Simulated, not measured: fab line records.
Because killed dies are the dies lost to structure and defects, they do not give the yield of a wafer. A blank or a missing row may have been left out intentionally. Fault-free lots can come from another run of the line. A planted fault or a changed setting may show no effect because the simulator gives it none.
Code-filled problem report in 8D (eight disciplines) form    flow nand harc    the parts of the form that need people (team, actions taken, sign-off) are left out

## 1. PROBLEM STATEMENT
Wafers without a fault read 170.3 nm, standard deviation 0.79; cd nm at NHARC_P_M2_CD_MEAS_09 reads a mean of 158.7 nm on 6 wafers belonging to 2 lots. That is -15 standard deviations from the usual mean.
The step: target cd 170 nm.
First seen on wafer L332.3, day 9 22:48, on cd sem-02. The record holds 33 wafers of 11 lots with a number at this step. Rule for "out" (also "out of limits"): further than 4 standard deviations from the usual mean. The other wafers with a number count as sound.

## 2. WHAT IT IS; WHAT IT IS NOT
question                     is                      is not
which readings at this step  cd nm                   -
which lots                   L332, L334              L317, L322, L323, L324, L325, L326, L336, L338, L339
which wafers of those lots   all that have a number  -
read on which gauges         cd sem-02, cd sem-03    cd sem-01
when                         from day 9 22:48        up to then (18 sound wafers); but 9 sound wafers of L336, L338, L339 came after

## 3. THE SUSPECTS, EACH WITH WHAT RULES IT OUT
Counting: a tool at any process step up to the reading remains a suspect when it ran all the lots that are out and ran no sound lot after the first of those.
- the gauge at NHARC_P_M2_CD_MEAS_09 is ruled out. 2 gauges (cd sem-02, cd sem-03) read the wafers that are out.
- pvd sputter-03 at NHARC_P_M1_PVD_20 (deposits TaN, target thk 5 nm, time 8.06 s): ruled out as a lasting fault. After its first lot that is out, L332 (day 9 20:41), sound lots L338 ran on it. Because NHARC_P_M1_PVD_20 lacks a start for some lots, the hours and order of its lots are taken from NHARC_P_M1_ANNEAL_31.
- arfi scanner-01 at NHARC_P_M2_EXPOSE_06 (exposes mask P M2, target cd 170 nm): kept. All lots that are out passed through it, beginning with L332 at day 9 22:40, and no sound lot followed; its final sound lot before that point was L325 at day 8 09:53. Out on those wafers are its own readings of exposure dose mJ cm2.
Remaining after the count: arfi scanner-01 at NHARC_P_M2_EXPOSE_06.

## 4. THE CAUSE (what the simulator had put in)
Drift in process parameters on arfi scanner-01 at NHARC_P_M2_EXPOSE_06, starting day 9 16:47. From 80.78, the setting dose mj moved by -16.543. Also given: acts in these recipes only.
The count eliminated every tool but this one.

## 5. THE CHAIN OF EFFECTS, in route order
Each row: a reading whose mean over the struck wafers that have a number lies more than 3 standard deviations from the usual. Only readings for which the record gives a usual standard deviation are gone through. hours: the time from each lot's start at the first step in this table that gives one to its start at this step, as a median over the lots. sigmas: the change in usual standard deviations.
hours  step                   reading               usual     on struck wafers  change  sigmas
0      NHARC_P_M2_EXPOSE_06   exposure dose mJ cm2  80.78     65.93             -14.85  -99 or more
0      NHARC_P_M2_CD_MEAS_09  cd nm                 170.3 nm  158.7             -11.6   -15
Here are the process steps it includes:
- NHARC_P_M2_EXPOSE_06: exposes mask P M2, target cd 170 nm.
Later measuring or inspecting steps at which every struck wafer that the step has a row for has a number for every such reading, and none has moved that far: NHARC_END_SORT_01.

## 6. WHAT WOULD HAVE CAUGHT IT SOONER
The first out-of-limits reading at a measuring or inspecting step in this record came at day 9 22:48, 6 hours after the fault's start at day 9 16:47.
The tool's own readings at NHARC_P_M2_EXPOSE_06 were out on every struck wafer that the step has a row for (exposure dose mJ cm2): an alarm limit on them would have fired on the first of those.
Among the 2 lots that are out, L334 began NHARC_P_M2_EXPOSE_06 on arfi scanner-01 after day 9 22:48. Putting the tool on hold at that point would have spared it.
